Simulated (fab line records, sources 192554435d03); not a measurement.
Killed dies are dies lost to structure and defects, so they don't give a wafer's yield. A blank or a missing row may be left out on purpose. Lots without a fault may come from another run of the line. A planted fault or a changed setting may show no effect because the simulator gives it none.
Which tool did it? | flow n5_finfet | 24 lots, 72 wafers sampled, at 6 steps of a route of 1938

WHAT THE GAUGES READ, wafer by wafer
N5_BEOL_M15_INSPECT_12: inspects for defects (macro). Usual: raw_defect_count 2.2, standard deviation 1.6.
lot  | measured     | on                | raw_defect_count | flag
L074 | day 12 04:15 | defect_inspect-02 | 1 0 1            |
L075 | day 12 12:22 | defect_inspect-02 | 1 2 1            |
L077 | day 12 15:58 | defect_inspect-01 | 2 1 2            |
L076 | day 12 22:53 | defect_inspect-01 | 1 2 2            |
L078 | day 13 05:13 | defect_inspect-01 | 2 0 1            |
L080 | day 13 07:43 | defect_inspect-01 | 2 2 3            |
L079 | day 13 08:28 | defect_inspect-02 | 1 3 3            |
L081 | day 13 22:14 | defect_inspect-01 | 2 2 4            |
L083 | day 14 12:19 | defect_inspect-01 | 3 5 2            |
L082 | day 14 12:56 | defect_inspect-02 | 2 3 5            |
L084 | day 15 05:50 | defect_inspect-01 | 2 1 0            |
L085 | day 15 09:55 | defect_inspect-01 | 1 3 2            |
L089 | day 15 10:37 | defect_inspect-01 | 3 3 3            |
L086 | day 15 15:31 | defect_inspect-01 | 6 0 3            |
L087 | day 15 16:00 | defect_inspect-02 | 2 1 3            |
L088 | day 15 18:37 | defect_inspect-01 | 4 1 1            |
L091 | day 16 14:16 | defect_inspect-02 | 1 4 4            |
L090 | day 16 17:29 | defect_inspect-02 | 3 0 2            |
L092 | day 16 17:49 | defect_inspect-02 | 5 1 2            |
L094 | day 17 02:59 | defect_inspect-02 | 2 7 8            |
L093 | day 17 20:47 | defect_inspect-02 | 3 3 3            |
L095 | day 17 21:12 | defect_inspect-02 | 0 3 1            |
L096 | day 18 02:51 | defect_inspect-02 | 0 0 0            |
L097 | day 18 07:48 | defect_inspect-01 | 1 1 5            |

N5_MIM_TOP_LITHO_OVL_MEAS_11. Usual: MIM_TOP_OVL 5 nm, standard deviation 4.9.
lot  | measured     | on         | MIM_TOP_OVL (nm) | flag
L074 | day 12 13:25 | overlay-01 | -1 8 2           |
L075 | day 12 20:04 | overlay-01 | 5 14 13          |
L077 | day 12 23:58 | overlay-01 | 1 -1 3           |
L076 | day 13 07:16 | overlay-01 | 1 7 2            |
L078 | day 13 20:06 | overlay-01 | 6 -2 5           |
L080 | day 13 20:16 | overlay-01 | 2 2 3            |
L079 | day 13 20:26 | overlay-02 | 5 -3 5           |
L081 | day 14 05:34 | overlay-01 | 12 7 7           |
L083 | day 14 23:21 | overlay-01 | 6 4 7            |
L082 | day 15 01:17 | overlay-02 | 7 9 3            |
L084 | day 15 13:14 | overlay-01 | -2 -2 -7         |
L085 | day 15 18:18 | overlay-02 | 12 7 7           |
L089 | day 15 20:04 | overlay-01 | 8 -2 0           |
L086 | day 16 00:52 | overlay-01 | 6 1 9            |
L087 | day 16 04:55 | overlay-01 | 0 3 1            |
L088 | day 16 05:10 | overlay-01 | 3 14 5           |
L091 | day 17 19:14 | overlay-01 | 6 7 5            |
L090 | day 17 09:06 | overlay-01 | -5 1 -5          |
L092 | day 17 19:31 | overlay-02 | 3 5 7            |
L094 | day 17 19:41 | overlay-01 | -7 14 9          |
L093 | day 18 05:47 | overlay-02 | -3 12 12         |
L095 | day 18 09:08 | overlay-01 | 0 -3 3           |
L096 | day 18 11:48 | overlay-01 | 10 2 3           |
L097 | day 18 19:32 | overlay-02 | 6 0 4            |

N5_PASSIVATION_CD_MEAS_44: target cd 40000 nm. Usual: cd_nm 40000 nm, standard deviation 2.7.
lot  | measured     | on        | cd_nm (nm)        | flag
L074 | day 12 22:55 | cd_sem-01 | 39998 39997 40000 |
L075 | day 13 02:11 | cd_sem-02 | 39997 39998 40000 |
L077 | day 13 08:35 | cd_sem-03 | 39996 39993 39995 |
L076 | day 13 17:50 | cd_sem-03 | 40000 39999 39996 |
L078 | day 14 03:04 | cd_sem-03 | 40003 39998 40003 |
L080 | day 14 03:51 | cd_sem-03 | 39999 40001 39998 |
L079 | day 14 03:01 | cd_sem-02 | 39999 40000 40003 |
L081 | day 14 13:13 | cd_sem-03 | 40003 40003 40002 |
L083 | day 15 06:51 | cd_sem-01 | 39995 39996 39996 |
L082 | day 15 08:49 | cd_sem-02 | 39997 40004 40005 |
L084 | day 15 19:07 | cd_sem-03 | 39998 40002 40000 |
L085 | day 16 03:52 | cd_sem-01 | 40003 40001 40003 |
L089 | day 16 04:02 | cd_sem-03 | 39996 39996 39997 |
L086 | day 16 08:02 | cd_sem-01 | 40000 39998 40000 |
L087 | day 16 13:15 | cd_sem-02 | 40004 40003 40000 |
L088 | day 16 13:59 | cd_sem-03 | 39999 39999 40000 |
L091 | day 18 00:54 | cd_sem-01 | 40002 40001 40000 |
L090 | day 17 14:59 | cd_sem-01 | 39998 39998 39997 |
L092 | day 18 03:23 | cd_sem-03 | 39997 40001 39998 |
L094 | day 18 03:43 | cd_sem-01 | 40002 40004 40001 |
L093 | day 18 13:23 | cd_sem-02 | 40005 40004 40003 |
L095 | day 18 21:26 | cd_sem-03 | 40002 40001 40002 |
L096 | day 18 21:29 | cd_sem-02 | 40000 40000 40002 |
L097 | day 19 02:11 | cd_sem-03 | 39996 39995 40002 |

WHICH TOOL RAN EACH LOT (tool, then ch and the chambers of the sampled wafers, then the start)
lot  | N5_BEOL_M15_TRENCH_ETCH_34         | N5_BEOL_M15_CMP_49            | N5_PASSIVATION_ETCH_59
L074 | rie_diel-05 ch 1,2,3, day 12 05:58 | cmp-03 ch 0,2,3, day 12 08:11 | rie_metal-03 ch 0,1, day 12 21:44
L075 | rie_diel-06 ch 0,1, day 12 14:04   | cmp-04 ch 0,3, day 12 15:56   | rie_metal-03 ch 0,1, day 13 00:47
L077 | rie_diel-05 ch 0,2,3, day 12 17:34 | cmp-03 ch 0,1,2, day 12 20:53 | rie_metal-03 ch 0,1, day 13 07:25
L076 | rie_diel-02 ch 0,1,3, day 13 00:47 | cmp-03 ch 0,2,3, day 13 03:39 | rie_metal-02 ch 0,1, day 13 16:40
L078 | rie_diel-06 ch 1,2,3, day 13 06:47 | cmp-03 ch 0,2,3, day 13 15:48 | rie_metal-03 ch 1, day 14 01:52
L080 | rie_diel-06 ch 0,1,2, day 13 09:53 | cmp-03 ch 0,3, day 13 15:59   | rie_metal-02 ch 0, day 14 02:34
L079 | rie_diel-02 ch 0,2,3, day 13 10:38 | cmp-03 ch 0,1,3, day 13 16:40 | rie_metal-01 ch 0,1, day 14 01:51
L081 | rie_diel-06 ch 0,1, day 14 00:15   | cmp-01 ch 0,2,3, day 14 01:56 | rie_metal-01 ch 0, day 14 11:55
L083 | rie_diel-06 ch 0,1,3, day 14 14:14 | cmp-03 ch 2,3, day 14 18:47   | rie_metal-02 ch 0,1, day 15 05:34
L082 | rie_diel-06 ch 0,1,3, day 14 14:38 | cmp-04 ch 0,2,3, day 14 21:04 | rie_metal-01 ch 0, day 15 07:05
L084 | rie_diel-05 ch 1,3, day 15 07:41   | cmp-01 ch 0,2, day 15 09:15   | rie_metal-01 ch 0,1, day 15 17:58
L085 | rie_diel-06 ch 0,3, day 15 11:31   | cmp-04 ch 0,1,2, day 15 13:44 | rie_metal-02 ch 0, day 16 02:30
L089 | rie_diel-05 ch 1,3, day 15 12:41   | cmp-04 ch 0,1,2, day 15 15:48 | rie_metal-03 ch 0,1, day 16 02:37
L086 | rie_diel-02 ch 0,2, day 15 17:24   | cmp-04 ch 1,3, day 15 19:22   | rie_metal-02 ch 0,1, day 16 06:43
L087 | rie_diel-02 ch 0,2, day 15 17:53   | cmp-01 ch 0,2,3, day 15 22:32 | rie_metal-02 ch 0,1, day 16 11:50
L088 | rie_diel-02 ch 0,2,3, day 15 20:11 | cmp-04 ch 0,1,2, day 15 22:31 | rie_metal-03 ch 0,1, day 16 12:41
L091 | rie_diel-05 ch 0,1, day 16 15:50   | cmp-03 ch 1,2,3, day 17 14:11 | rie_metal-01 ch 0,1, day 17 23:36
L090 | rie_diel-05 ch 0,2,3, day 16 19:19 | cmp-03 ch 1,2,3, day 17 00:56 | rie_metal-03 ch 0,1, day 17 13:49
L092 | rie_diel-06 ch 0,1,2, day 16 19:53 | cmp-04 ch 0,1,3, day 17 15:19 | rie_metal-03 ch 0,1, day 18 02:06
L094 | rie_diel-06 ch 1,2, day 17 04:34   | cmp-04 ch 1,2,3, day 17 16:08 | rie_metal-01 ch 0,1, day 18 02:26
L093 | rie_diel-02 ch 0,1, day 17 23:14   | cmp-03 ch 0,1,3, day 18 01:28 | rie_metal-02 ch 0,1, day 18 12:06
L095 | rie_diel-05 ch 1,2, day 17 23:14   | cmp-01 ch 1,2,3, day 18 03:10 | rie_metal-02 ch 0,1, day 18 20:09
L096 | rie_diel-06 ch 0,2,3, day 18 04:26 | cmp-01 ch 0,1,2, day 18 06:30 | rie_metal-03 ch 0,1, day 18 20:14
L097 | rie_diel-02 ch 0,3, day 18 09:43   | cmp-03 ch 0,1, day 18 12:52   | rie_metal-03 ch 0,1, day 19 01:01
- N5_BEOL_M15_TRENCH_ETCH_34: etches SiO2 in C4F8/O2/Ar, target depth 872.93 nm, time 199 s.
- N5_BEOL_M15_CMP_49: polishes, stops on SiO2, t overpolish 4.9 s, target thk 850 nm.
- N5_PASSIVATION_ETCH_59: etches TaN in Cl2/BCl3, target depth 65 nm, time 34.9 s.

WHAT THE TOOLS THEMSELVES READ (means of the sampled wafers that have a number; where no wafer has one, the mark that the record gives instead)
N5_BEOL_M15_TRENCH_ETCH_34. Usual: drypump_motor_current_A 5.7 A, standard deviation 0.31; oes_ar_750_au 0.78 a.u., standard deviation 0.076; oes_product_au 0.78 a.u., standard deviation 0.08; rf_vpp_V 2219 V, standard deviation 17; showerhead_plenum_p_Torr 3.41 Torr, standard deviation 0.14; throttle_valve_pct 30.94 %, standard deviation 0.28.
lot  | tool        | drypump_motor_current_A (A) | oes_ar_750_au (a.u.) | oes_product_au (a.u.) | rf_vpp_V (V) | showerhead_plenum_p_Torr (Torr) | throttle_valve_pct (%) | flag
L074 | rie_diel-05 | 5.6                         | 0.81                 | 0.81                  | 2211         | 3.42                            | 30.82                  |
L075 | rie_diel-06 | 5.9                         | 0.76                 | 0.76                  | 2224         | 3.31                            | 31.24                  |
L077 | rie_diel-05 | 5.9                         | 0.76                 | 0.76                  | 2221         | 3.44                            | 30.84                  |
L076 | rie_diel-02 | 5.7                         | 0.81                 | 0.80                  | 2230         | 3.50                            | 30.95                  |
L078 | rie_diel-06 | 5.7                         | 0.77                 | 0.78                  | 2221         | 3.36                            | 31.06                  |
L080 | rie_diel-06 | 5.9                         | 0.74                 | 0.74                  | 2211         | 3.34                            | 31.20                  |
L079 | rie_diel-02 | 5.5                         | 0.80                 | 0.80                  | 2224         | 3.41                            | 30.78                  |
L081 | rie_diel-06 | 5.8                         | 0.76                 | 0.76                  | 2221         | 3.44                            | 31.13                  |
L083 | rie_diel-06 | 5.6                         | 0.79                 | 0.79                  | 2229         | 3.46                            | 30.98                  |
L082 | rie_diel-06 | 5.7                         | 0.79                 | 0.80                  | 2229         | 3.46                            | 30.99                  |
L084 | rie_diel-05 | 5.5                         | 0.83                 | 0.83                  | 2210         | 3.36                            | 30.98                  |
L085 | rie_diel-06 | 5.4                         | 0.84                 | 0.85                  | 2235         | 3.61                            | 30.74                  |
L089 | rie_diel-05 | 5.5                         | 0.83                 | 0.83                  | 2211         | 3.36                            | 30.99                  |
L086 | rie_diel-02 | 5.5                         | 0.79                 | 0.79                  | 2213         | 3.37                            | 30.74                  |
L087 | rie_diel-02 | 5.5                         | 0.79                 | 0.78                  | 2212         | 3.37                            | 30.74                  |
L088 | rie_diel-02 | 5.5                         | 0.78                 | 0.77                  | 2223         | 3.40                            | 30.79                  |
L091 | rie_diel-05 | 5.8                         | 0.72                 | 0.73                  | 2207         | 3.39                            | 31.00                  |
L090 | rie_diel-05 | 6.0                         | 0.82                 | 0.83                  | 2220         | 3.43                            | 30.76                  |
L092 | rie_diel-06 | 5.8                         | 0.72                 | 0.71                  | 2210         | 3.33                            | 31.22                  |
L094 | rie_diel-06 | 5.9                         | 0.70                 | 0.69                  | 2201         | 3.23                            | 31.29                  |
L093 | rie_diel-02 | 6.0                         | 0.78                 | 0.77                  | 2226         | 3.54                            | 31.10                  |
L095 | rie_diel-05 | 5.8                         | 0.87                 | 0.88                  | 2207         | 3.45                            | 30.51                  |
L096 | rie_diel-06 | 5.6                         | 0.76                 | 0.76                  | 2216         | 3.48                            | 30.96                  |
L097 | rie_diel-02 | 5.5                         | 0.81                 | 0.80                  | 2224         | 3.45                            | 30.77                  |

N5_BEOL_M15_CMP_49. Usual: barrier_field_endpoint_s 11.46 s, standard deviation 0.19; motor_current_A 8.3 A, standard deviation 1; overpolish_run_s 4.899 s, standard deviation 0.0087.
lot  | tool   | barrier_field_endpoint_s (s) | motor_current_A (A) | overpolish_run_s (s) | flag
L074 | cmp-03 | 11.57                        | 8.8                 | 4.890                |
L075 | cmp-04 | 11.48                        | 7.3                 | 4.909                |
L077 | cmp-03 | 11.12                        | 7.9                 | 4.900                |
L076 | cmp-03 | 11.53                        | 8.6                 | 4.903                |
L078 | cmp-03 | 11.40                        | 8.8                 | 4.900                |
L080 | cmp-03 | 11.45                        | 8.5                 | 4.891                |
L079 | cmp-03 | 11.42                        | 8.6                 | 4.900                |
L081 | cmp-01 | 11.72                        | 7.9                 | 4.907                |
L083 | cmp-03 | 11.41                        | 10.2                | 4.912                |
L082 | cmp-04 | 11.53                        | 8.0                 | 4.909                |
L084 | cmp-01 | 11.58                        | 7.6                 | 4.899                |
L085 | cmp-04 | 11.34                        | 8.2                 | 4.892                |
L089 | cmp-04 | 11.39                        | 8.2                 | 4.898                |
L086 | cmp-04 | 11.36                        | 7.9                 | 4.906                |
L087 | cmp-01 | 11.52                        | 7.8                 | 4.898                |
L088 | cmp-04 | 11.32                        | 8.3                 | 4.903                |
L091 | cmp-03 | 11.56                        | 8.8                 | 4.899                |
L090 | cmp-03 | 11.59                        | 9.0                 | 4.899                |
L092 | cmp-04 | 11.42                        | 7.8                 | 4.900                |
L094 | cmp-04 | 11.61                        | 8.5                 | 4.900                |
L093 | cmp-03 | 11.43                        | 8.6                 | 4.892                |
L095 | cmp-01 | 11.59                        | 8.2                 | 4.899                |
L096 | cmp-01 | 11.29                        | 7.7                 | 4.902                |
L097 | cmp-03 | 11.37                        | 7.6                 | 4.899                |

N5_PASSIVATION_ETCH_59. Usual: drypump_motor_current_A 5.7 A, standard deviation 0.32; oes_product_au 0.79 a.u., standard deviation 0.08; throttle_valve_pct 21.18 %, standard deviation 0.17.
lot  | tool         | drypump_motor_current_A (A) | oes_product_au (a.u.) | throttle_valve_pct (%) | flag
L074 | rie_metal-03 | 5.5                         | 0.78                  | 21.22                  |
L075 | rie_metal-03 | 5.5                         | 0.78                  | 21.22                  |
L077 | rie_metal-03 | 5.6                         | 0.80                  | 21.16                  |
L076 | rie_metal-02 | 5.6                         | 0.83                  | 21.23                  |
L078 | rie_metal-03 | 5.6                         | 0.83                  | 21.09                  |
L080 | rie_metal-02 | 5.3                         | 0.71                  | 21.43                  |
L079 | rie_metal-01 | 6.2                         | 0.77                  | 21.03                  |
L081 | rie_metal-01 | 6.1                         | 0.85                  | 20.99                  |
L083 | rie_metal-02 | 5.6                         | 0.81                  | 21.24                  |
L082 | rie_metal-01 | 6.1                         | 0.83                  | 20.99                  |
L084 | rie_metal-01 | 6.2                         | 0.87                  | 20.96                  |
L085 | rie_metal-02 | 5.3                         | 0.70                  | 21.43                  |
L089 | rie_metal-03 | 5.6                         | 0.79                  | 21.16                  |
L086 | rie_metal-02 | 5.4                         | 0.76                  | 21.32                  |
L087 | rie_metal-02 | 5.6                         | 0.80                  | 21.25                  |
L088 | rie_metal-03 | 5.5                         | 0.76                  | 21.23                  |
L091 | rie_metal-01 | 6.1                         | 0.86                  | 20.98                  |
L090 | rie_metal-03 | 5.5                         | 0.75                  | 21.24                  |
L092 | rie_metal-03 | 5.5                         | 0.78                  | 21.17                  |
L094 | rie_metal-01 | 6.2                         | 0.84                  | 20.96                  |
L093 | rie_metal-02 | 5.4                         | 0.74                  | 21.33                  |
L095 | rie_metal-02 | 5.6                         | 0.79                  | 21.26                  |
L096 | rie_metal-03 | 5.5                         | 0.74                  | 21.26                  |
L097 | rie_metal-03 | 5.5                         | 0.74                  | 21.26                  |

THE ANSWER, worked out from the rows above alone
Rule: a lot is off if the mean of its wafers that have a number lies more than 3 standard deviations from the usual mean. A lot without any number at a reading at which 4 lots or more have one is off too. The other lots that the step has rows for count as sound. The gauges are gone through in route order, then the tools' own readings, and for those a lot's mean is taken as printed above. The first step at which some lot is off is used, and at that step the reading that is off furthest; a lot without a number counts as furthest.
No lot is off at any reading shown: from this, nothing can be told.

WHAT THE SIMULATOR HAD PUT IN
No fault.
